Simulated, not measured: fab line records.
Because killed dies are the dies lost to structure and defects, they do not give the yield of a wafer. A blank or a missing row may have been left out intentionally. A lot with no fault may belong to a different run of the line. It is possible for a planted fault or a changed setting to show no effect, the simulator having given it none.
Chamber matching / flow n5_finfet / N5_BEOL_M8_CMP_52 on cmp-04: 4 sister chambers
The step polishes, stops on SiCOH lowk, t overpolish 6.9 s, target thk 80 nm. 14 wafers are shown with their chamber, then 7 later ones without.

## WAFERS, EACH WITH ITS CHAMBER
wafer=L075.1; chamber=1; motor_current_A (A)=5.9; edge_zone_pressure_frac=0.997; overpolish_run_s (s)=6.907
wafer=L075.4; chamber=3; motor_current_A (A)=6.5; edge_zone_pressure_frac=1.002; overpolish_run_s (s)=6.920
wafer=L075.6; chamber=1; motor_current_A (A)=6.2; edge_zone_pressure_frac=1.005; overpolish_run_s (s)=6.898
wafer=L077.3; chamber=3; motor_current_A (A)=6.3; edge_zone_pressure_frac=1.000; overpolish_run_s (s)=6.901
wafer=L077.5; chamber=1; motor_current_A (A)=5.9; edge_zone_pressure_frac=0.998; overpolish_run_s (s)=6.900
wafer=L077.6; chamber=2; motor_current_A (A)=5.7; edge_zone_pressure_frac=1.004; overpolish_run_s (s)=6.897
wafer=L078.1; chamber=3; motor_current_A (A)=6.6; edge_zone_pressure_frac=1.010; overpolish_run_s (s)=6.900
wafer=L078.2; chamber=1; motor_current_A (A)=5.9; edge_zone_pressure_frac=0.999; overpolish_run_s (s)=6.884
wafer=L078.3; chamber=2; motor_current_A (A)=5.5; edge_zone_pressure_frac=0.998; overpolish_run_s (s)=6.898
wafer=L082.1; chamber=1; motor_current_A (A)=5.9; edge_zone_pressure_frac=0.990; overpolish_run_s (s)=6.906
wafer=L082.3; chamber=0; motor_current_A (A)=6.5; edge_zone_pressure_frac=0.995; overpolish_run_s (s)=6.890
wafer=L082.4; chamber=3; motor_current_A (A)=6.4; edge_zone_pressure_frac=1.002; overpolish_run_s (s)=6.905
wafer=L084.1; chamber=1; motor_current_A (A)=6.0; edge_zone_pressure_frac=0.999; overpolish_run_s (s)=6.913
wafer=L084.2; chamber=0; motor_current_A (A)=6.4; edge_zone_pressure_frac=0.995; overpolish_run_s (s)=6.894

SIGNATURES, as means of the wafers listed above
reading=motor_current_A; chamber 0=6.450; chamber 1=5.967; chamber 2=5.600; chamber 3=6.450; scatter within a chamber=0.122
reading=edge_zone_pressure_frac; chamber 0=0.99500; chamber 1=0.99800; chamber 2=1.00100; chamber 3=1.00350; scatter within a chamber=0.00439
reading=overpolish_run_s; chamber 0=6.89200; chamber 1=6.90133; chamber 2=6.89750; chamber 3=6.90650; scatter within a chamber=0.00877
Rule: a wafer's distance from a chamber is the root of the sum, over the readings, of the square of ((its reading less the chamber's mean) divided by the reading's scatter). If the next closest chamber is less than 2 further off than the closest, the wafer can't be placed; otherwise it belongs to the closest. The scatter is the square root of a quotient: the sum, over the shown wafers, of each reading's squared deviation from its chamber's mean, divided by wafers minus chambers.

## WAFERS WITHOUT THEIR CHAMBER
wafer=L084.5; motor_current_A (A)=5.6; edge_zone_pressure_frac=0.998; overpolish_run_s (s)=6.893
wafer=L092.2; motor_current_A (A)=6.1; edge_zone_pressure_frac=0.999; overpolish_run_s (s)=6.884
wafer=L092.3; motor_current_A (A)=6.0; edge_zone_pressure_frac=1.001; overpolish_run_s (s)=6.898
wafer=L092.5; motor_current_A (A)=6.5; edge_zone_pressure_frac=0.995; overpolish_run_s (s)=6.907
wafer=L096.3; motor_current_A (A)=5.8; edge_zone_pressure_frac=1.006; overpolish_run_s (s)=6.896
wafer=L096.5; motor_current_A (A)=6.4; edge_zone_pressure_frac=1.002; overpolish_run_s (s)=6.897
wafer=L096.6; motor_current_A (A)=6.1; edge_zone_pressure_frac=1.002; overpolish_run_s (s)=6.897

## WHICH CHAMBER EACH ONE RAN IN
wafer=L084.5; from the rows above=2; in truth=2
wafer=L092.2; from the rows above=can't be placed: 1 or 0 or 3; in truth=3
wafer=L092.3; from the rows above=1; in truth=1
wafer=L092.5; from the rows above=can't be placed: 0 or 3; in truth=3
wafer=L096.3; from the rows above=can't be placed: 2 or 1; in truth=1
wafer=L096.5; from the rows above=can't be placed: 3 or 0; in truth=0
wafer=L096.6; from the rows above=can't be placed: 1 or 3 or 0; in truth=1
Placed correctly: 2 of 7. Not placeable from these rows: 5 (in 5, the candidates include the true chamber). Number placed wrongly: 0.
